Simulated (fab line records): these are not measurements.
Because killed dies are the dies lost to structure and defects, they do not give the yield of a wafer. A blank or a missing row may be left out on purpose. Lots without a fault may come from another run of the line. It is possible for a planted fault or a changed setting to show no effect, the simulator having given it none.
Chamber matching ; flow n5-finfet ; N5_MOL_CONTACT_COAG_DESCUM_88 on rie-diel-01 has 4 sister chambers
The step chemistry O2, time 7 s. 4 wafers are shown with their chamber, then 8 later ones without.

== WAFERS, EACH WITH ITS CHAMBER ==
wafer;chamber;showerhead-plenum-p-Torr (Torr)
L088.2;3;2.13
L088.4;2;1.96
L088.6;0;2.15
L091.1;1;2.17

== WAFERS WITHOUT THEIR CHAMBER ==
wafer;showerhead-plenum-p-Torr (Torr)
L091.2;1.96
L091.6;1.96
L093.2;2.14
L093.4;2.14
L093.5;2.13
L096.1;2.12
L096.2;2.22
L096.3;2.14

== CHAMBER TAKEN BY EACH ==
wafer;from the rows above;in truth
L091.2;2;2
L091.6;2;2
L093.2;can't be placed: 0 or 3 or 1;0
L093.4;can't be placed: 0 or 3 or 1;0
L093.5;can't be placed: 3 or 0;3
L096.1;can't be placed: 3 or 0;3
L096.2;can't be placed: 1 or 0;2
L096.3;can't be placed: 0 or 3 or 1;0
Correct placement for 2 of the 8. Can't be placed from these rows: 6 (the true chamber is among the candidates in 5). Placed wrongly: 0.
How it was worked out, from the rows above alone: a wafer's distance from a chamber is the root of the sum, over the readings, of the square of ((its reading less the chamber's mean) divided by the reading's scatter). If the next closest chamber is less than 2 further off than the closest, the wafer can't be placed; otherwise it belongs to the closest. The mean given for a chamber averages the wafers shown for that chamber. The scatter: with one shown wafer a chamber, the root of the mean of the squares of how far each hidden wafer lies from its nearest shown one.
